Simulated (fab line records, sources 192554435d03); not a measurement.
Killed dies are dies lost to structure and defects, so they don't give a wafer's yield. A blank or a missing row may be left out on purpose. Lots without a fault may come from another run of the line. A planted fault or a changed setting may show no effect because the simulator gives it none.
One fault seen from 2 desks | flow n5_finfet | each desk has only its own numbers; what lay behind them comes last

THE METROLOGY DESK
What the gauges read, lot by lot, whatever tool the lot ran on: means of the sampled wafers that have a number. A lot is out of limits, marked OUT, if its mean lies more than 4 standard deviations from the usual mean; the brackets give that distance. Of its 10 readings 7 are shown: those that lie furthest out on some lot.
Columns: A = DIBL_N at N5_BEOL_M4_RC_MEAS_101, usual 36.0 mV/V; B = IOFF_N at N5_BEOL_M4_RC_MEAS_101, usual 0.156 nA/um; C = IOFF_P at N5_BEOL_M4_RC_MEAS_101, usual 0.21 nA/um; D = ION_P at N5_BEOL_M4_RC_MEAS_101, usual 463 uA/um; E = SS_P at N5_BEOL_M4_RC_MEAS_101, usual 73.3 mV/dec; F = VT_N at N5_BEOL_M4_RC_MEAS_101, usual 250 mV; G = VT_P at N5_BEOL_M4_RC_MEAS_101, usual -250 mV
lot  | first seen here | A    | B     | C    | D   | E    | F   | G
L299 | day 8 01:18     | 36.4 | 0.169 | 0.18 | 456 | 73.6 | 249 | -255
L303 | day 9 11:20     | 38.1 | 0.173 | 0.23 | 461 | 74.4 | 252 | -251
L305 | day 9 16:02     | 36.3 | 0.161 | 0.21 | 463 | 73.8 | 250 | -249
L304 | day 9 17:29     | 37.4 | 0.173 | 0.21 | 461 | 73.3 | 247 | -250
L306 | day 10 00:53    | 36.5 | 0.162 | 0.18 | 464 | 73.6 | 250 | -253
L308 | day 10 20:08    | 36.0 | 0.164 | 0.22 | 471 | 73.5 | 248 | -250
L309 | day 10 22:46    | 34.9 | 0.164 | 0.24 | 474 | 73.0 | 247 | -246
L315 | day 12 11:52    | 33.1 | 0.115 | 0.15 | 449 | 72.8 | 253 | -257
L318 | day 13 08:37    | 34.3 | 0.139 | 0.20 | 468 | 73.1 | 250 | -247
L319 | day 13 10:40    | 35.7 | 0.146 | 0.18 | 462 | 72.8 | 251 | -254
This desk's finding: nothing out of limits on any of the 10 lots.

THE TOOL OWNER'S DESK: pecvd-01
The tool's own readings at N5_BEOL_M2_PECVD_72 (deposits SiO2 from TEOS/O2, target thk 16 nm, time 18 s): means of the sampled wafers that have a number, for each lot that ran on this tool. A lot is out of limits, marked OUT, if its mean lies more than 4 standard deviations from the usual mean; the brackets give that distance.
Columns: A = heater_power_w at N5_BEOL_M2_PECVD_72, usual 715 W; B = showerhead_plenum_p_Torr at N5_BEOL_M2_PECVD_72, usual 8.77 Torr; C = throttle_valve_pct at N5_BEOL_M2_PECVD_72, usual 22.0 %
lot  | first seen here | A   | B    | C
L299 | day 6 22:13     | 668 | 8.74 | 20.7
L303 | day 7 21:16     | 635 | 8.70 | 22.6
L304 | day 8 16:35     | 637 | 8.75 | 21.6
L306 | day 8 20:44     | 648 | 8.70 | 22.6
L308 | day 9 12:23     | 647 | 8.75 | 21.4
L309 | day 9 14:01     | 640 | 8.70 | 21.6
L318 | day 11 16:49    | 614 | 8.67 | 22.6
L319 | day 11 21:55    | 690 | 8.71 | 21.6
This desk's finding: nothing out of limits on any of the 8 lots.

PUT TOGETHER
The metrology desk saw nothing out of limits.
The tool owner's desk saw nothing out of limits.

WHAT THE SIMULATOR HAD PUT IN
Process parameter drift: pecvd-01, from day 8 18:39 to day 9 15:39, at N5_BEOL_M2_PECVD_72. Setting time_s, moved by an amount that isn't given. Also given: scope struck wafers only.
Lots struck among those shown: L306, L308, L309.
